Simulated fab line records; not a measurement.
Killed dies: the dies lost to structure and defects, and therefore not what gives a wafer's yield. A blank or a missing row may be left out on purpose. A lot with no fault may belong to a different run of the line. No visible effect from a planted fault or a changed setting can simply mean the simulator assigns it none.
Split-lot study	flow n5 finfet	21 wafers read across 7 lots, on a route 1938 steps long

## ON THE SPLIT
At N5_BEOL_M12_CMP_49 (polishes, stops on SiOC, t overpolish 20.6 s, target thk 320 nm), the setting down force psi was moved away from the recipe's 1 psi on 8 of the 21 wafers read, by -18.4% to +18.1%. This setting was run at the recipe's value on the other wafers.

The reading is taken at the split's own step.

## THE READING
barrier field endpoint s, in s, at N5_BEOL_M12_CMP_49 (polishes, stops on SiOC, t overpolish 20.6 s, target thk 320 nm). Typical for fault-free wafers on this fab line: 30.7 s, with standard deviation 0.93 s.

wafer	tool, chamber at the split	down force psi as run, psi	against the recipe	barrier field endpoint s, s	against lot-mates on the recipe
L074.2	cmp-01, 2	0.8738	-12.6%	35.5	+6.4
L074.3	cmp-01, 3	0.8738	-12.6%	33.9	+4.8
L074.5	cmp-01, 2	1	recipe	29.1	-
L083.2	cmp-03, 3	0.8898	-11.0%	33.9	+4.4
L083.4	cmp-03, 0	0.8898	-11.0%	34.2	+4.7
L083.6	cmp-03, 2	1	recipe	29.5	-
L082.4	cmp-04, 1	0.8162	-18.4%	35.1	+5.0
L082.2	cmp-04, 2	1	recipe	30.4	-
L082.6	cmp-04, 0	1	recipe	29.8	-
L087.2	cmp-04, 0	1	recipe	29.7	-
L087.5	cmp-04, 1	1	recipe	29.0	-
L087.6	cmp-04, 2	1	recipe	31.2	-
L089.4	cmp-01, 0	1	recipe	31.4	-
L089.3	cmp-01, 2	1	recipe	31.7	-
L089.5	cmp-01, 0	1	recipe	30.3	-
L091.4	cmp-01, 2	1	recipe	30.9	-
L091.3	cmp-01, 3	1	recipe	30.7	-
L091.2	cmp-01, 1	1.181	+18.1%	25.8	-5.0
L095.1	cmp-01, 0	0.8786	-12.1%	34.7	+5.3
L095.5	cmp-01, 3	1	recipe	29.4	-
L095.6	cmp-01, 0	0.8786	-12.1%	34.2	+4.8

THE FIT
A straight line over all 21 wafers: barrier field endpoint s changes by -0.299 s for each +1% of down force psi; r = -0.94; the points scatter about the line by 0.85 s.
The same after taking each lot's own level away (the mean of its wafers on the recipe; 21 wafers): -0.347 s for each +1%; r = -0.96; scatter 0.82 s.
Per that fit: largest down force psi move, reading shift of 6.4 s.
Measured against the standard deviation above, the lots' own levels, which go from 29.10 to 31.13 s, span 2.2 times it.
Thus the slope moves with the lot-to-lot level: the two fits are different.
Check: +7.11 s against its lot-mates is what the line predicts for one of the wafers moved furthest among these (-18.4%) when that wafer is left out of the fit. Against them it came out at +5 s.
Tool readings at the split's step, against how far the setting was moved: barrier field endpoint s r = -0.94.

## FURTHER SPLITS ON THESE WAFERS
Note: prior to the reading, these wafers also went through further splits. Each is held against what the fit with the lots' levels taken away leaves over:
other split on the same wafers	wafers away from the commonest value	r with barrier field endpoint s (lot level and that fit taken away)
N5_BEOL_M6_COAT_22 spin rpm	8	+0.22
N5_BEOL_M7_DESCUM_33 time s	10	-0.29
N5_BEOL_M7_VIA_ETCH_34 bias w	7	+0.52
N5_BEOL_M8_DESCUM_16 time s	11	-0.11
N5_BEOL_M8_COAT_22 spin rpm	5	+0.02
N5_BEOL_M10_ILD_DEP_00 time s	8	+0.11
N5_BEOL_M10_EXPOSE_25 dose mj	5	-0.30
N5_BEOL_M10_VIA_ETCH_34 source w	11	-0.31

## FILE'S OWN FIT
barrier field endpoint s changes by -0.332 s for each +1% of down force psi, r = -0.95.
